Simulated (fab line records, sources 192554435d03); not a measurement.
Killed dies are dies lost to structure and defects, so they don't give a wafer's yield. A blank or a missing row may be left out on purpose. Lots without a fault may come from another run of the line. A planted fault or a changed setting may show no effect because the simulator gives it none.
Chamber matching | flow n5_finfet | N5_BEOL_M6_ETCH_61 on rie_diel-05: 4 sister chambers
The step etches SiARC in CF4, target depth 45.5 nm, time 75.8 s. 27 wafers are shown with their chamber, then 12 later ones without.

WAFERS WITH THEIR CHAMBER
wafer  | chamber | drypump_motor_current_A (A) | showerhead_plenum_p_Torr (Torr) | oes_product_au (a.u.)
L074.2 | 0       | 5.5                         | 2.26                            | 0.73
L074.3 | 3       | 5.7                         | 2.13                            | 0.60
L074.4 | 0       | 5.6                         | 2.26                            | 0.74
L076.1 | 2       | 5.8                         | 2.21                            | 0.60
L076.2 | 0       | 5.6                         | 2.26                            | 0.72
L076.4 | 2       | 5.8                         | 2.21                            | 0.60
L075.3 | 1       | 5.4                         | 2.11                            | 0.84
L075.4 | 3       | 5.7                         | 2.13                            | 0.60
L075.5 | 0       | 5.6                         | 2.26                            | 0.72
L081.2 | 3       | 5.7                         | 2.12                            | 0.59
L081.4 | 1       | 5.4                         | 2.11                            | 0.80
L081.5 | 2       | 5.8                         | 2.20                            | 0.59
L082.4 | 2       | 5.8                         | 2.20                            | 0.59
L082.5 | 2       | 5.8                         | 2.20                            | 0.58
L082.6 | 3       | 5.7                         | 2.12                            | 0.59
L084.3 | 2       | 5.8                         | 2.20                            | 0.60
L084.5 | 0       | 5.6                         | 2.25                            | 0.70
L084.6 | 1       | 5.4                         | 2.11                            | 0.80
L087.1 | 0       | 5.6                         | 2.25                            | 0.70
L087.3 | 2       | 5.8                         | 2.20                            | 0.59
L087.4 | 3       | 5.7                         | 2.12                            | 0.58
L088.1 | 3       | 5.7                         | 2.12                            | 0.58
L088.4 | 1       | 5.4                         | 2.10                            | 0.78
L088.5 | 1       | 5.4                         | 2.10                            | 0.76
L091.2 | 1       | 5.4                         | 2.10                            | 0.77
L091.3 | 3       | 5.7                         | 2.12                            | 0.58
L091.6 | 2       | 5.8                         | 2.19                            | 0.58

SIGNATURES (means of the wafers above)
reading                  | chamber 0 | chamber 1 | chamber 2 | chamber 3 | scatter within a chamber
drypump_motor_current_A  | 5.583     | 5.400     | 5.800     | 5.700     | 0.019
showerhead_plenum_p_Torr | 2.2567    | 2.1050    | 2.2012    | 2.1229    | 0.00557
oes_product_au           | 0.7183    | 0.7917    | 0.5912    | 0.5886    | 0.0166
Rule: a wafer's distance from a chamber is the root of the sum, over the readings, of the square of ((its reading less the chamber's mean) divided by the reading's scatter). The wafer belongs to the nearest chamber; if the next one is less than 2 further off, it can't be placed. The scatter: the root of (the sum of the squares of (reading less its chamber's mean) over the shown wafers, divided by (wafers less chambers)).

WAFERS WITHOUT THEIR CHAMBER
wafer  | drypump_motor_current_A (A) | showerhead_plenum_p_Torr (Torr) | oes_product_au (a.u.)
L089.3 | 5.4                         | 2.10                            | 0.78
L089.5 | 5.4                         | 2.10                            | 0.78
L089.6 | 5.8                         | 2.19                            | 0.58
L094.1 | 5.4                         | 2.10                            | 0.77
L094.2 | 5.7                         | 2.11                            | 0.58
L094.4 | 5.6                         | 2.25                            | 0.70
L096.3 | 5.6                         | 2.24                            | 0.67
L096.5 | 5.8                         | 2.19                            | 0.56
L096.6 | 5.4                         | 2.10                            | 0.75
L097.1 | 5.6                         | 2.24                            | 0.68
L097.4 | 5.4                         | 2.10                            | 0.75
L097.5 | 5.7                         | 2.11                            | 0.84

WHICH CHAMBER EACH WENT THROUGH
wafer  | from the rows above     | in truth
L089.3 | 1                       | 1
L089.5 | 1                       | 1
L089.6 | 2                       | 2
L094.1 | 1                       | 1
L094.2 | 3                       | 3
L094.4 | 0                       | 0
L096.3 | 0                       | 0
L096.5 | 2                       | 2
L096.6 | 1                       | 1
L097.1 | 0                       | 0
L097.4 | 1                       | 1
L097.5 | can't be placed: 3 or 1 | 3
Placed correctly: 11 of 12. Can't be placed from these rows: 1 (the true chamber is among the candidates in 1). Placed wrongly: 0.
